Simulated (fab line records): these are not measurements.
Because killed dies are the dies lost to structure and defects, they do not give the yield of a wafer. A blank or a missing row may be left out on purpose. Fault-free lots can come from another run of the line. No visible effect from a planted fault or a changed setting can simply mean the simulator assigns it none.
Chamber matching -- flow nand-harc -- NHARC_A_STAIRCASE_DEP_325 on pecvd-02: 3 sister chambers
The step deposits SiO2, target thk 3800 nm. 3 wafers are shown with their chamber, then 7 later ones without.

## WAFERS, EACH WITH ITS CHAMBER
wafer,chamber,heater-power-w (W)
L086.4,2,535
L089.1,1,778
L089.4,0,600

## WAFERS MISSING THEIR CHAMBER
wafer,heater-power-w (W)
L089.6,540
L091.4,599
L091.5,525
L091.6,719
L096.4,736
L096.5,519
L096.6,595

## WHICH CHAMBER EACH ONE RAN IN
wafer,from the rows above,in truth
L089.6,can't be placed: 2 or 0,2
L091.4,0,0
L091.5,2,2
L091.6,1,1
L096.4,1,1
L096.5,2,2
L096.6,can't be placed: 0 or 2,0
Correct placement for 5 of the 7. Can't be placed from these rows: 2 (the true chamber is among the candidates in 2). 0 placed wrongly.
How it was worked out, from the rows above alone: a wafer's distance from a chamber is the root of the sum, over the readings, of the square of ((its reading less the chamber's mean) divided by the reading's scatter). If the next closest chamber is less than 2 further off than the closest, the wafer can't be placed; otherwise it belongs to the closest. Each chamber's mean is taken over the wafers shown for it. The scatter (one wafer shown for each chamber): square how far every hidden wafer sits from the nearest shown wafer, average those squares and take the square root.
